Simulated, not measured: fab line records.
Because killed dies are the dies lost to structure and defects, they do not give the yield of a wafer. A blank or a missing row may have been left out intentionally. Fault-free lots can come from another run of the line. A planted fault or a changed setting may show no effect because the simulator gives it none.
Struck lot and sound lot, side by side    flow n5_finfet    19 out of 1938 route steps
Sound: the wafers L308.3, L308.4, L308.6. Struck: wafers L303.2, L303.3, L303.6. Last of all comes the cause.
At each step with rows: each side's tool, then ch and its chambers, then its first start. Under that, the readings that differ: sound wafers    struck wafers    difference of the means    sigmas: that difference in standard deviations of wafers without a fault.
alike: a reading whose means differ by less than 2 such deviations, as well as words and numbers matching on both sides. not compared: withheld readings; readings where some wafer has no value; bounds like >300 that might hide an equal value; numbers whose values overlap and for which the record gives no deviation.
Wherever a step has rows on one side only, a row that says differs or no value, or a row with sigmas, the two part there. Numbers that don't overlap but have no deviation are shown without sigmas and don't part them. A reading that every wafer of one side lacks parts them only if that side has two wafers or more.

first, 9 steps without rows for these wafers: N5_BEOL_M4_COAT_76 (time 60 s, resist thk 5 nm); N5_BEOL_M4_COAT_22 (resist thk 30 nm); N5_BEOL_M4_EBR_24; N5_BEOL_M4_SOFTBAKE_23 (time 60 s); N5_BEOL_M4_EXPOSE_25 (exposes mask V3, defocus 5 nm); N5_BEOL_M4_PEB_26 (peb time 60 s); N5_BEOL_M4_DEVELOP_27 (develop time 30 s); N5_BEOL_M4_DESCUM_33 (chemistry O2, time 7 s); N5_BEOL_M4_ETCH_77 (etches underlayer in N2/H2, target depth 6.5 nm, time 5.2 s).
N5_BEOL_M4_ETCH_69: etches SiARC in CF4, target depth 15.6 nm, time 26 s.
  sound on rie_diel-03 ch 0,1,2, day 13 23:59; struck on rie_diel-01 ch 0,2, day 11 20:51
  no value came back on the struck wafers for any of 8 readings (bias_w (W), cf4_flow_sccm (sccm) and others); on the sound wafers bias_w (W) reads 36.03 36.04 35.99
reading                                       sound         struck          difference  sigmas
model.CAR-EUV_of_BEOL_M4_COAT_22.thk_nm (nm)  11 11.4 11.2  20.6 20.2 20.4  +9.2        
  not compared: rf_hours_counter_h
then, 1 step without rows for these wafers: N5_BEOL_M4_ALD_98 (deposits SiO2, target thk 2.5 nm, pulse time 1 s, co reactant pulse time 1 s).
N5_BEOL_M4_ETCHBACK_99: etches SiO2 in CHF3, target depth 5 nm, time 10.4 s.
  sound on rie_diel-01 ch 2,3, day 14 03:23; struck on rie_diel-01 ch 0,1,2, day 11 22:22
reading                                       sound           struck          difference  sigmas
oes_product_au (a.u.)                         0.83 0.96 0.96  0.26 0.32 0.28  -0.63       -9
model.CAR-EUV_of_BEOL_M4_COAT_22.thk_nm (nm)  10.2 10.6 10.4  19.8 19.6 19.8  +9.3        
  alike: drypump_motor_current_A, rf_vpp_V, showerhead_plenum_p_Torr, throttle_valve_pct
  not compared: rf_hours_counter_h
N5_BEOL_M4_ETCH_70: etches SOC in N2/H2, target depth 80 nm, overetch 24 nm, time 130 s.
  sound on rie_diel-01 ch 2,3, day 14 03:25; struck on rie_diel-01 ch 0,1,2, day 11 22:23
reading                sound           struck          difference  sigmas
oes_product_au (a.u.)  0.61 0.68 0.68  0.26 0.31 0.28  -0.37       -8
  alike: bias_w, chamber_pressure_mTorr, drypump_motor_current_A, rf_vpp_V, showerhead_plenum_p_Torr, throttle_valve_pct
  not compared: rf_hours_counter_h
then, 2 steps without rows for these wafers: N5_BEOL_M4_STRIP_71 (strips in N2/H2); N5_BEOL_M4_STRIP_78 (strips in N2/H2).
N5_BEOL_M4_VIA_ETCH_34: etches the open film in C4F6/O2, target depth 69.4 nm, time 65.9 s.
  sound on rie_diel-01 ch 2,3, day 14 03:31; struck on rie_diel-01 ch 0,1,2, day 11 22:30
reading                sound           struck          difference  sigmas
oes_product_au (a.u.)  0.83 0.95 0.95  0.27 0.32 0.29  -0.62       -9
  alike: C4F6_flow_sccm, O2_flow_sccm, drypump_motor_current_A, rf_vpp_V, showerhead_plenum_p_Torr, throttle_valve_pct
  not compared: rf_hours_counter_h
then, 1 step without rows for these wafers: N5_BEOL_M4_STRIP_83 (strips in C4F6/O2).
N5_BEOL_M4_RC_MEAS_101:
  the record has rows for the sound wafers here (prober-02 ch 0, day 14 08:37) and none for the struck ones
-- record jumps: 5 days separate the struck wafers' starts on either side; left off in module BEOL_M4, taken up again in module PASSIVATION, whose first shown step is the route's number 1936 --
N5_PASSIVATION_PROBE_49:
  sound: prober-02 at day 18 11:29; struck: prober-01 at day 16 18:35
reading                   sound           struck          difference  sigmas
defect_limited_yield (%)  87.8 92.8 90.6  0 0 0           -90         -53
killed_at_M4_up           29 15 13        1101 1114 1094  +1084       +99 or more
killed_dies               144 85 111      1180 1180 1180  +1067       +53
killed_on_rim             23 13 18        152 152 152     +134        +33
sort_bin_5_function (%)   8.4 4.7 5.9     96.9 96.9 97.1  +90.6       +82
sort_n_pass               1036 1095 1060  0 0 0           -1064       -53
sort_yield_pct (%)        87.8 92.8 89.8  0 0 0           -90         -53
  alike: killed_at_M0_to_M3, killed_at_contacts, killed_at_front_end, killed_at_other, killed_open, killed_short, sort_bin_6_memory, sort_bin_8_speed

## WHERE THEY PART
First at N5_BEOL_M4_ETCH_69; last, within this record, at N5_PASSIVATION_PROBE_49.

WHY: whatever the simulator had introduced
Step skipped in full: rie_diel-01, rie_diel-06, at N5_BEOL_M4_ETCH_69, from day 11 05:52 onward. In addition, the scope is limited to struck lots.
